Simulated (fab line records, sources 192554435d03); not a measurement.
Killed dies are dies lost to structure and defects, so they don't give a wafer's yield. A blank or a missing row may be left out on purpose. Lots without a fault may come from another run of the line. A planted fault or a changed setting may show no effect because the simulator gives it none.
Chamber matching | flow n5_finfet | N5_DUMMY_GATE_CMP_04 on cmp-01: 4 sister chambers
The step polishes a-Si. 22 wafers are shown with their chamber, then 11 later ones without.

WAFERS WITH THEIR CHAMBER
wafer  | chamber | motor_current_A (A) | time_to_endpoint_s (s) | retaining_ring_pressure_frac
L075.2 | 0       | 10.8                | 12.3                   | 1.002
L075.4 | 2       | 12.3                | 14.2                   | 0.999
L075.6 | 2       | 12.6                | 14.7                   | 1.000
L077.1 | 2       | 13.2                | 15.0                   | 0.997
L077.2 | 3       | 10.7                | 13.2                   | 0.995
L077.5 | 2       | 12.8                | 13.5                   | 1.005
L078.2 | 0       | 10.8                | 10.2                   | 0.996
L078.5 | 1       | 12.3                | 13.1                   | 1.001
L078.6 | 2       | 13.0                | 12.7                   | 1.009
L081.2 | 0       | 10.8                | 11.6                   | 1.007
L081.4 | 2       | 13.4                | 14.8                   | 1.008
L081.5 | 1       | 12.6                | 15.1                   | 1.005
L082.1 | 3       | 10.7                | 14.6                   | 0.995
L082.3 | 2       | 13.4                | 12.1                   | 0.995
L082.5 | 3       | 10.0                | 17.7                   | 1.003
L083.1 | 3       | 10.3                | 13.4                   | 1.010
L083.3 | 1       | 12.3                | 14.4                   | 1.004
L083.4 | 2       | 13.6                | 15.4                   | 0.992
L087.3 | 2       | 13.5                | 11.1                   | 0.995
L087.4 | 0       | 11.5                | 10.7                   | 0.986
L087.5 | 3       | 10.7                | 13.3                   | 1.000
L092.1 | 0       | 10.7                | 15.2                   | 1.006

SIGNATURES (means of the wafers above)
reading                      | chamber 0 | chamber 1 | chamber 2 | chamber 3 | scatter within a chamber
motor_current_A              | 10.920    | 12.400    | 13.089    | 10.480    | 0.372
time_to_endpoint_s           | 12.000    | 14.200    | 13.722    | 14.440    | 1.66
retaining_ring_pressure_frac | 0.99940   | 1.00333   | 1.00000   | 1.00060   | 0.00649
Rule: a wafer's distance from a chamber is the root of the sum, over the readings, of the square of ((its reading less the chamber's mean) divided by the reading's scatter). The wafer belongs to the nearest chamber; if the next one is less than 2 further off, it can't be placed. The scatter: the root of (the sum of the squares of (reading less its chamber's mean) over the shown wafers, divided by (wafers less chambers)).

WAFERS WITHOUT THEIR CHAMBER
wafer  | motor_current_A (A) | time_to_endpoint_s (s) | retaining_ring_pressure_frac
L092.2 | 11.2                | 14.7                   | 0.987
L092.3 | 12.5                | 16.3                   | 0.999
L094.1 | 13.3                | 12.9                   | 1.008
L094.5 | 10.3                | 13.3                   | 1.004
L094.6 | 11.3                | 10.5                   | 1.003
L095.2 | 13.0                | 13.9                   | 1.005
L095.3 | 11.1                | 11.1                   | 0.995
L095.4 | 10.9                | 14.7                   | 0.986
L097.2 | 12.2                | 16.3                   | 1.006
L097.4 | 10.3                | 15.8                   | 1.002
L097.5 | 10.1                | 16.1                   | 0.994

WHICH CHAMBER EACH WENT THROUGH
wafer  | from the rows above          | in truth
L092.2 | can't be placed: 0 or 3 or 1 | 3
L092.3 | can't be placed: 1 or 2      | 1
L094.1 | can't be placed: 2 or 1      | 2
L094.5 | can't be placed: 3 or 0      | 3
L094.6 | can't be placed: 0 or 3      | 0
L095.2 | can't be placed: 2 or 1      | 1
L095.3 | can't be placed: 0 or 3      | 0
L095.4 | can't be placed: 3 or 0      | 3
L097.2 | can't be placed: 1 or 2      | 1
L097.4 | can't be placed: 3 or 0      | 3
L097.5 | can't be placed: 3 or 0      | 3
Placed correctly: 0 of 11. Can't be placed from these rows: 11 (the true chamber is among the candidates in 11). Placed wrongly: 0.
